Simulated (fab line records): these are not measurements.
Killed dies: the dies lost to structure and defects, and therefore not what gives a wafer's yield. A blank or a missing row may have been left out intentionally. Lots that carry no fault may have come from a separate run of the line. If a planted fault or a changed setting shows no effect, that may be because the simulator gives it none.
Chamber matching + flow n5-finfet + uv-cure-02 running N5_BEOL_M6_CURE_74: 3 sister chambers
The step cures SiCOH lowk, time 240 s. 14 wafers are shown with their chamber, then 7 later ones without.

EACH WAFER AND ITS CHAMBER
| wafer  | chamber | wafer_temp_C_max | lamp-power-pct (%) |
|--------|---------|------------------|--------------------|
| L075.3 | 2       | 386.2            | 52.29              |
| L075.4 | 2       | 386.2            | 52.29              |
| L075.5 | 2       | 386.4            | 52.27              |
| L077.3 | 1       | 386.0            | 52.34              |
| L077.4 | 1       | 385.9            | 52.32              |
| L077.5 | 1       | 385.7            | 52.25              |
| L079.2 | 1       | 385.9            | 52.21              |
| L079.3 | 1       | 386.0            | 52.31              |
| L079.4 | 1       | 386.0            | 52.27              |
| L082.1 | 0       | 387.1            | 52.33              |
| L082.3 | 0       | 387.5            | 52.29              |
| L082.4 | 0       | 387.7            | 52.28              |
| L083.2 | 0       | 386.7            | 52.27              |
| L083.3 | 0       | 387.9            | 52.29              |

SIGNATURES, as means of the wafers listed above
| reading          | chamber 0 | chamber 1 | chamber 2 | scatter within a chamber |
|------------------|-----------|-----------|-----------|--------------------------|
| wafer_temp_C_max | 387.380   | 385.917   | 386.267   | 0.305                    |
| lamp-power-pct   | 52.2920   | 52.2833   | 52.2833   | 0.036                    |
Rule: distance of a wafer from a chamber = root of the sum over the readings of ((wafer's reading minus chamber's mean) / reading's scatter) squared. The wafer belongs to the nearest chamber; if the next one is less than 2 further off, it can't be placed. The scatter: the root of (the sum of the squares of (reading less its chamber's mean) over the shown wafers, divided by (wafers less chambers)).

WAFERS WHOSE CHAMBER IS MISSING
| wafer  | wafer_temp_C_max | lamp-power-pct (%) |
|--------|------------------|--------------------|
| L083.6 | 387.5            | 52.28              |
| L088.1 | 386.4            | 52.28              |
| L088.2 | 386.2            | 52.22              |
| L088.5 | 385.9            | 52.23              |
| L092.1 | 386.6            | 52.32              |
| L092.2 | 386.9            | 52.29              |
| L092.5 | 387.0            | 52.25              |

EACH ONE'S CHAMBER
| wafer  | from the rows above          | in truth |
|--------|------------------------------|----------|
| L083.6 | 0                            | 0        |
| L088.1 | can't be placed: 2 or 1      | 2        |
| L088.2 | can't be placed: 2 or 1      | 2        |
| L088.5 | can't be placed: 1 or 2      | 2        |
| L092.1 | can't be placed: 2 or 1 or 0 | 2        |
| L092.2 | can't be placed: 0 or 2 or 1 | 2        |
| L092.5 | can't be placed: 0 or 2 or 1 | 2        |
Correct placement for 1 of the 7. Not placeable from these rows: 6 (in 6, the candidates include the true chamber). 0 placed wrongly.
